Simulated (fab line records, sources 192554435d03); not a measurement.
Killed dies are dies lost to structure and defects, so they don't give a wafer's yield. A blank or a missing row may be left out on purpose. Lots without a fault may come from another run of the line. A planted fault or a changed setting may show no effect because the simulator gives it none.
Split-lot experiment | flow n5_finfet | 7 lots, 39 wafers read, on a route of 1938 steps

THE SPLIT
At N5_WELL_APT_EPI_41 (deposits Si from SiH4/H2, target thk 50 nm, time 297.7 s), the setting time_s was moved away from the recipe's 297.7 s on 18 of the 39 wafers read, by -3.9% to +3.1%. The other wafers ran this setting at the recipe's value.

The reading is taken at the split's own step.

THE READING
Si_of_WELL_APT_EPI_41.thk_nm (the simulator's own value, which no gauge read), in nm, at N5_WELL_APT_EPI_41 (deposits Si from SiH4/H2, target thk 50 nm, time 297.7 s). The file gives no usual value for it. The 21 wafers here that ran the recipe average 50.04 nm, standard deviation 0.64 nm.

wafer  | tool, chamber at the split | time_s as run, s | against the recipe | Si_of_WELL_APT_EPI_41.thk_nm, nm | against lot-mates on the recipe
L077.1 | epi_rpcvd-04, 0            | 297.7            | recipe             | 50.27                            | -
L077.5 | epi_rpcvd-04, 0            | 297.7            | recipe             | 49.81                            | -
L077.6 | epi_rpcvd-04, 0            | 297.7            | recipe             | 50.14                            | -
L078.1 | epi_rpcvd-01, 0            | 287.1            | -3.6%              | 48.61                            | -2.04
L078.2 | epi_rpcvd-01, 0            | 287.1            | -3.6%              | 48.12                            | -2.53
L078.3 | epi_rpcvd-01, 0            | 297.7            | recipe             | 50.44                            | -
L078.4 | epi_rpcvd-01, 0            | 297.7            | recipe             | 50.73                            | -
L078.5 | epi_rpcvd-01, 0            | 287.1            | -3.6%              | 49.01                            | -1.64
L078.6 | epi_rpcvd-01, 0            | 297.7            | recipe             | 50.79                            | -
L081.1 | epi_rpcvd-04, 0            | 307              | +3.1%              | 51.26                            | +1.90
L081.2 | epi_rpcvd-04, 0            | 307              | +3.1%              | 51.4                             | +2.04
L081.3 | epi_rpcvd-04, 0            | 297.7            | recipe             | 49.31                            | -
L081.4 | epi_rpcvd-04, 0            | 297.7            | recipe             | 49.58                            | -
L081.5 | epi_rpcvd-04, 0            | 297.7            | recipe             | 49.18                            | -
L081.6 | epi_rpcvd-04, 0            | 307              | +3.1%              | 50.46                            | +1.10
L086.1 | epi_rpcvd-04, 0            | 297.7            | recipe             | 49.67                            | -
L086.2 | epi_rpcvd-04, 0            | 297.7            | recipe             | 49.97                            | -
L086.3 | epi_rpcvd-04, 0            | 286.2            | -3.9%              | 47.38                            | -2.41
L086.4 | epi_rpcvd-04, 0            | 297.7            | recipe             | 49.74                            | -
L086.5 | epi_rpcvd-04, 0            | 286.2            | -3.9%              | 47.29                            | -2.50
L086.6 | epi_rpcvd-04, 0            | 286.2            | -3.9%              | 47.58                            | -2.21
L091.1 | epi_rpcvd-04, 0            | 305.3            | +2.6%              | 50.68                            | +1.59
L091.2 | epi_rpcvd-04, 0            | 305.3            | +2.6%              | 50.27                            | +1.18
L091.3 | epi_rpcvd-04, 0            | 297.7            | recipe             | 48.72                            | -
L091.4 | epi_rpcvd-04, 0            | 297.7            | recipe             | 49.33                            | -
L091.5 | epi_rpcvd-04, 0            | 297.7            | recipe             | 49.22                            | -
L091.6 | epi_rpcvd-04, 0            | 305.3            | +2.6%              | 51.04                            | +1.95
L092.1 | epi_rpcvd-04, 0            | 305.9            | +2.8%              | 51.58                            | +0.82
L092.2 | epi_rpcvd-04, 0            | 305.9            | +2.8%              | 51.52                            | +0.76
L092.3 | epi_rpcvd-04, 0            | 297.7            | recipe             | 50.92                            | -
L092.4 | epi_rpcvd-04, 0            | 297.7            | recipe             | 50.57                            | -
L092.5 | epi_rpcvd-04, 0            | 305.9            | +2.8%              | 51.43                            | +0.67
L092.6 | epi_rpcvd-04, 0            | 297.7            | recipe             | 50.78                            | -
L097.1 | epi_rpcvd-04, 0            | 305.4            | +2.6%              | 51.59                            | +1.01
L097.2 | epi_rpcvd-04, 0            | 305.4            | +2.6%              | 52.47                            | +1.89
L097.3 | epi_rpcvd-04, 0            | 297.7            | recipe             | 50.82                            | -
L097.4 | epi_rpcvd-04, 0            | 297.7            | recipe             | 50.47                            | -
L097.5 | epi_rpcvd-04, 0            | 297.7            | recipe             | 50.46                            | -
L097.6 | epi_rpcvd-04, 0            | 305.4            | +2.6%              | 52.28                            | +1.70

THE FIT
A straight line over all 39 wafers: Si_of_WELL_APT_EPI_41.thk_nm changes by +0.51 nm for each +1% of time_s; r = +0.86; the points scatter about the line by 0.66 nm.
The same after taking each lot's own level away (the mean of its wafers on the recipe; 39 wafers): +0.552 nm for each +1%; r = +0.96; scatter 0.34 nm.
On that fit, the largest move of time_s shifts the reading by 2.1 nm.
The lots' own levels span 49.090 to 50.757 nm, that is 2.6 times the standard deviation above.
So the lot-to-lot level changes the slope little: the two slopes agree.
Check: with one of the wafers moved furthest among these (-3.9%) left out of the fit, the line predicts -2.17 nm for it against its lot-mates. It came out at -2.41 nm against them.

OTHER SPLITS ON THESE WAFERS
These wafers also went through other splits before the reading. Each is held against what the fit with the lots' levels taken away leaves over:
other split on the same wafers    | wafers away from the commonest value | r with Si_of_WELL_APT_EPI_41.thk_nm (lot level and that fit taken away)
N5_WELL_APT_IMPLANT_31 energy_kev | 9                                    | -0.11

THE FILE'S OWN FIT
Si_of_WELL_APT_EPI_41.thk_nm changes by +0.548 nm for each +1% of time_s, r = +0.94.
